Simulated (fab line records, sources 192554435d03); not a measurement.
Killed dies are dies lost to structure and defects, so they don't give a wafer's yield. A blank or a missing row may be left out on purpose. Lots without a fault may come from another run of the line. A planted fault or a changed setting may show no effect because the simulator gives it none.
Split-lot experiment | flow n5_finfet | 7 lots, 21 wafers read, on a route of 1938 steps

THE SPLIT
At N5_BEOL_M9_DESCUM_16 (chemistry O2, time 7.9 s), the setting time_s was moved away from the recipe's 7.9 s on 9 of the 21 wafers read, by -13.3% to +22.3%. The other wafers ran this setting at the recipe's value.

The reading is taken at the split's own step.

THE READING
CAR-ArF_of_BEOL_M9_COAT_05.thk_nm (the simulator's own value, which no gauge read), in nm, at N5_BEOL_M9_DESCUM_16 (chemistry O2, time 7.9 s). The file gives no usual value for it. The 12 wafers here that ran the recipe average 83.5 nm, standard deviation 0.19 nm.

wafer  | tool, chamber at the split | time_s as run, s | against the recipe | CAR-ArF_of_BEOL_M9_COAT_05.thk_nm, nm | against lot-mates on the recipe
L075.3 | rie_diel-06, 3             | 9.661            | +22.3%             | 82                                    | -1.6
L075.4 | rie_diel-06, 1             | 7.9              | recipe             | 83.6                                  | -
L075.5 | rie_diel-06, 2             | 9.661            | +22.3%             | 82.4                                  | -1.2
L077.2 | rie_diel-06, 3,1           | 9.657            | +22.2%             | 82.2                                  | -1.0
L077.5 | rie_diel-06, 3,1           | 9.657            | +22.2%             | 82.2                                  | -1.0
L077.3 | rie_diel-06, 2             | 7.9              | recipe             | 83.2                                  | -
L081.1 | rie_diel-02, 1,3           | 7.9              | recipe             | 83.4                                  | -
L081.3 | rie_diel-02, 1,3           | 7.9              | recipe             | 83.4                                  | -
L081.2 | rie_diel-02, 0             | 8.804            | +11.4%             | 82.4                                  | -1.0
L084.4 | rie_diel-06, 2,0           | 7.167            | -9.3%              | 83.6                                  | +0.4
L084.6 | rie_diel-06, 2,0           | 7.167            | -9.3%              | 83.6                                  | +0.4
L084.5 | rie_diel-06, 3             | 7.9              | recipe             | 83.2                                  | -
L082.1 | rie_diel-04, 0             | 7.9              | recipe             | 83.2                                  | -
L082.4 | rie_diel-04, 3             | 6.848            | -13.3%             | 84.4                                  | +1.2
L082.5 | rie_diel-04, 3             | 6.848            | -13.3%             | 84.2                                  | +1.0
L093.2 | rie_diel-06, 1,2           | 7.9              | recipe             | 83.6                                  | -
L093.4 | rie_diel-06, 1,2           | 7.9              | recipe             | 83.6                                  | -
L093.5 | rie_diel-06, 3             | 7.9              | recipe             | 83.4                                  | -
L090.1 | rie_diel-04, 0,1           | 7.9              | recipe             | 83.6                                  | -
L090.3 | rie_diel-04, 0,1           | 7.9              | recipe             | 83.6                                  | -
L090.4 | rie_diel-04, 2             | 7.9              | recipe             | 83.8                                  | -
Where a row lists several chambers, the file gives one row for several wafers and doesn't say which wafer went through which chamber.

THE FIT
A straight line over all 21 wafers: CAR-ArF_of_BEOL_M9_COAT_05.thk_nm changes by -0.0556 nm for each +1% of time_s; r = -0.94; the points scatter about the line by 0.23 nm.
The same after taking each lot's own level away (the mean of its wafers on the recipe; 21 wafers): -0.0592 nm for each +1%; r = -0.96; scatter 0.19 nm.
On that fit, the largest move of time_s shifts the reading by 1.3 nm.
The lots' own levels span 83.20 to 83.67 nm, that is 2.5 times the standard deviation above.
So the lot-to-lot level changes the slope little: the two slopes agree.
Check: with one of the wafers moved furthest among these (+22.3%) left out of the fit, the line predicts -1.22 nm for it against its lot-mates. It came out at -1.6 nm against them.

OTHER SPLITS ON THESE WAFERS
These wafers also went through other splits before the reading. Each is held against what the fit with the lots' levels taken away leaves over:
other split on the same wafers       | wafers away from the commonest value | r with CAR-ArF_of_BEOL_M9_COAT_05.thk_nm (lot level and that fit taken away)
N5_BEOL_M8_DEVELOP_10 develop_time_s | 8                                    | -0.20

THE FILE'S OWN FIT
CAR-ArF_of_BEOL_M9_COAT_05.thk_nm changes by -0.0601 nm for each +1% of time_s, r = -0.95.
